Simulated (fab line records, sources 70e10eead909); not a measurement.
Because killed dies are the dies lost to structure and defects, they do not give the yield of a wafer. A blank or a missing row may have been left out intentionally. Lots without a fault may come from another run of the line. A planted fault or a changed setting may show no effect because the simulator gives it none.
Which of the tools did it?    flow nand harc    23 lots with 69 wafers sampled at 3 steps, on a route of 1302 steps

WHAT THE GAUGES SHOWED, per wafer
NHARC_A_CHANNEL_HOLE_D1_CD_MEAS_18. Usual: cd nm reads 98.8 nm (standard deviation 2.5).
lot   measured      on         cd nm (nm)         flag
L074  day 8 13:00   cd sem-03  96.7 95.5 96.3     
L075  day 8 13:44   cd sem-03  101.4 100.9 102.9  
L076  day 9 10:37   cd sem-01  100.4 98.7 100.0   
L077  day 10 02:45  cd sem-02  102.6 96.4 98.5    
L078  day 10 03:26  cd sem-03  98.5 95.4 95.7     
L079  day 10 06:19  cd sem-02  101.7 100.2 96.1   
L080  day 10 23:55  cd sem-02  102.6 100.7 98.7   
L081  day 11 11:49  cd sem-01  99.9 103.5 100.1   
L082  day 12 03:04  cd sem-02  100.2 102.0 101.8  
L083  day 12 02:30  cd sem-03  103.7 100.4 96.6   
L084  day 12 15:16  cd sem-01  99.5 93.3 100.7    
L085  day 13 11:42  cd sem-03  103.0 99.4 95.6    
L086  day 13 18:11  cd sem-03  101.9 100.9 98.9   
L087  day 13 23:27  cd sem-01  100.2 93.6 100.4   
L088  day 14 15:31  cd sem-03  97.8 95.7 95.8     
L089  day 14 14:40  cd sem-01  103.8 96.8 98.9    
L090  day 15 09:29  cd sem-01  97.4 100.4 97.5    
L091  day 15 09:20  cd sem-02  101.6 99.6 98.0    
L092  day 15 23:25  cd sem-03  100.7 101.1 100.7  
L093  day 16 08:11  cd sem-01  99.2 94.8 96.2     
L094  day 17 03:26  cd sem-02  97.8 100.3 101.8   
L095  day 17 16:04  cd sem-02  98.8 94.3 94.4     
L096  day 17 17:25  cd sem-01  97.3 97.5 96.4     

EACH LOT AND THE TOOL THAT RAN IT (in order: tool; ch and the chambers of the sampled wafers; start)
lot   NHARC_P_BONDPAD_DESCUM_11           NHARC_A_CHANNEL_HOLE_D1_ETCH_34
L074  rie diel-05 ch 0,1,3, day 6 17:14   rie diel-10 ch 1,3, day 8 13:00 or earlier
L075  rie diel-01 ch 1,2,3, day 6 20:12   rie diel-12 ch 2,3, day 8 13:44 or earlier
L076  rie diel-05 ch 0,1,3, day 7 06:52   rie diel-10 ch 0,3, day 9 10:37 or earlier
L077  rie diel-01 ch 2,3, day 8 00:41     rie diel-10 ch 1,2, day 10 02:45 or earlier
L078  rie diel-05 ch 1,2, day 8 05:43     rie diel-10 ch 1,2, day 10 03:26 or earlier
L079  rie diel-01 ch 0,1,2, day 8 10:55   rie diel-10 ch 0,3, day 10 06:19 or earlier
L080  rie diel-01 ch 2,3, day 9 03:05     rie diel-10 ch 2,3, day 10 23:55 or earlier
L081  rie diel-07 ch 1,2,3, day 9 13:39   rie diel-12 ch 1,2,3, day 11 11:49 or earlier
L082  rie diel-01 ch 2,3, day 10 02:24    rie diel-02 ch 0,1,3, day 12 03:04 or earlier
L083  rie diel-01 ch 0,1,3, day 10 07:50  rie diel-10 ch 1,2,3, day 12 02:30 or earlier
L084  rie diel-07 ch 0,1,3, day 10 20:43  rie diel-10 ch 0,3, day 12 15:16 or earlier
L085  rie diel-01 ch 0,2,3, day 11 13:57  rie diel-10 ch 0,1, day 13 11:42 or earlier
L086  rie diel-07 ch 0,1,3, day 11 17:21  rie diel-02 ch 0,1, day 13 18:11 or earlier
L087  rie diel-01 ch 0,3, day 11 23:51    rie diel-10 ch 0,3, day 13 23:27 or earlier
L088  rie diel-07 ch 1,2,3, day 12 16:49  rie diel-10 ch 0,1, day 14 15:31 or earlier
L089  rie diel-05 ch 0,2,3, day 12 17:19  rie diel-02 ch 0,1,2, day 14 14:40 or earlier
L090  rie diel-01 ch 0,3, day 13 12:55    rie diel-12 ch 1,2,3, day 15 09:29 or earlier
L091  rie diel-01 ch 0, day 13 15:50      rie diel-10 ch 0,1,3, day 15 09:20 or earlier
L092  rie diel-07 ch 0,1,2, day 14 01:40  rie diel-12 ch 0,1,3, day 15 23:25 or earlier
L093  rie diel-05 ch 0,1,2, day 14 13:50  rie diel-10 ch 1,2,3, day 16 08:11 or earlier
L094  rie diel-07 ch 0,1,2, day 15 07:11  rie diel-02 ch 0,1,2, day 17 03:26 or earlier
L095  rie diel-05 ch 0,2,3, day 15 19:14  rie diel-10 ch 0,1,3, day 17 16:04 or earlier
L096  rie diel-07 ch 0,1,2, day 15 21:38  rie diel-10 ch 0,1,2, day 17 17:25 or earlier
- NHARC_P_BONDPAD_DESCUM_11: chemistry O2, time 3 s.
- NHARC_A_CHANNEL_HOLE_D1_ETCH_34: etches the open film in CF4/CHF3, target depth 154 nm, time 77 s.

AS READ BY THE TOOLS THEMSELVES (means over the sampled wafers that have a number; for cases with no such wafer, the mark the record gives instead)
NHARC_P_BONDPAD_DESCUM_11. Usual: drypump motor current A 5.7 A, standard deviation 0.48; o2 flow sccm 200.1 sccm, standard deviation 0.57; oes product au 1.000 a.u., standard deviation 0.0087; rf vpp V 57.6 V, standard deviation 0.88; showerhead plenum p Torr 1.87 Torr, standard deviation 0.076; throttle valve pct 11.313 %, standard deviation 0.0094.
lot   tool         drypump motor current A (A)  o2 flow sccm (sccm)  oes product au (a.u.)  rf vpp V (V)  showerhead plenum p Torr (Torr)  throttle valve pct (%)  flag
L074  rie diel-05  5.4                          200.3                1.005                  56.7          1.87                             11.304                  
L075  rie diel-01  5.7                          200.2                0.998                  57.2          1.88                             11.299                  
L076  rie diel-05  5.4                          199.5                1.007                  57.8          1.87                             11.313                  
L077  rie diel-01  6.0                          200.1                0.994                  57.0          1.88                             11.313                  
L078  rie diel-05  5.8                          200.1                1.009                  58.5          1.84                             11.314                  
L079  rie diel-01  5.4                          200.1                0.994                  58.0          1.89                             11.312                  
L080  rie diel-01  6.0                          200.0                0.995                  57.7          1.88                             11.316                  
L081  rie diel-07  6.2                          199.5                1.006                  56.9          1.90                             11.313                  
L082  rie diel-01  6.0                          199.9                0.995                  57.5          1.88                             11.317                  
L083  rie diel-01  5.5                          199.9                1.001                  57.3          1.81                             11.309                  
L084  rie diel-07  6.0                          200.8                0.995                  57.8          1.86                             11.318                  
L085  rie diel-01  5.7                          199.9                1.003                  58.0          1.90                             11.311                  
L086  rie diel-07  6.0                          200.0                0.994                  57.8          1.86                             11.300                  
L087  rie diel-01  5.8                          200.6                1.002                  57.5          1.82                             11.323                  
L088  rie diel-07  6.2                          199.9                0.997                  57.9          1.90                             11.319                  
L089  rie diel-05  5.3                          199.5                1.004                  57.6          1.86                             11.314                  
L090  rie diel-01  5.5                          200.4                1.000                  57.5          1.83                             11.308                  
L091  rie diel-01  5.2                          200.0                1.009                  57.4          1.85                             11.314                  
L092  rie diel-07  6.2                          199.8                0.998                  57.7          1.90                             11.303                  
L093  rie diel-05  5.6                          199.7                1.003                  57.2          1.83                             11.315                  
L094  rie diel-07  6.2                          200.1                1.004                  57.3          1.90                             11.310                  
L095  rie diel-05  5.3                          199.8                0.985                  56.8          1.86                             11.312                  
L096  rie diel-07  6.2                          200.1                1.003                  57.5          1.90                             11.310                  

NHARC_A_CHANNEL_HOLE_D1_ETCH_34. Usual: drypump motor current A 5.7 A, standard deviation 0.39; oes product au 0.939 a.u., standard deviation 0.021; rf vpp V 370.7 V, standard deviation 2.5; showerhead plenum p Torr 1.58 Torr, standard deviation 0.07; throttle valve pct 16.803 %, standard deviation 0.0088.
lot   tool         drypump motor current A (A)  oes product au (a.u.)  rf vpp V (V)  showerhead plenum p Torr (Torr)  throttle valve pct (%)  flag
L074  rie diel-10  5.5                          0.931                  370.2         1.54                             16.809                  
L075  rie diel-12  5.7                          0.973                  371.3         1.61                             16.801                  
L076  rie diel-10  5.7                          0.927                  368.6         1.52                             16.811                  
L077  rie diel-10  5.5                          0.925                  373.3         1.65                             16.802                  
L078  rie diel-10  5.6                          0.931                  372.7         1.62                             16.809                  
L079  rie diel-10  5.6                          0.921                  369.1         1.52                             16.797                  
L080  rie diel-10  5.7                          0.928                  369.0         1.56                             16.806                  
L081  rie diel-12  6.0                          0.935                  371.0         1.60                             16.806                  
L082  rie diel-02  5.8                          0.941                  372.0         1.62                             16.800                  
L083  rie diel-10  5.6                          0.967                  371.0         1.58                             16.803                  
L084  rie diel-10  5.6                          0.928                  367.6         1.49                             16.797                  
L085  rie diel-10  5.5                          0.976                  372.2         1.58                             16.801                  
L086  rie diel-02  6.1                          0.963                  373.4         1.61                             16.789                  
L087  rie diel-10  5.6                          0.935                  367.7         1.49                             16.809                  
L088  rie diel-10  5.6                          0.946                  371.1         1.58                             16.800                  
L089  rie diel-02  5.8                          0.920                  372.2         1.60                             16.792                  
L090  rie diel-12  6.0                          0.973                  371.3         1.59                             16.807                  
L091  rie diel-10  5.5                          0.928                  369.9         1.56                             16.809                  
L092  rie diel-12  6.1                          0.970                  371.0         1.58                             16.799                  
L093  rie diel-10  5.6                          0.930                  371.4         1.58                             16.801                  
L094  rie diel-02  5.8                          0.915                  370.9         1.59                             16.804                  
L095  rie diel-10  5.5                          0.926                  369.9         1.56                             16.799                  
L096  rie diel-10  5.6                          0.955                  371.6         1.60                             16.807                  

THE ANSWER, worked out from the rows above alone
Rule: lot off if the mean of its wafers having a number is beyond 3 standard deviations from the usual mean. A lot without any number at a reading at which 4 lots or more have one is off too. The other lots that the step has rows for count as sound. The gauges are gone through in route order, then the tools' own readings, and for those a lot's mean is taken as printed above. At the first step where some lot is off, the reading lying furthest off is the one used; lots without a number count as furthest.
Nothing can be told from this: no lot is off at any reading shown.

WHAT THE SIMULATOR PUT IN
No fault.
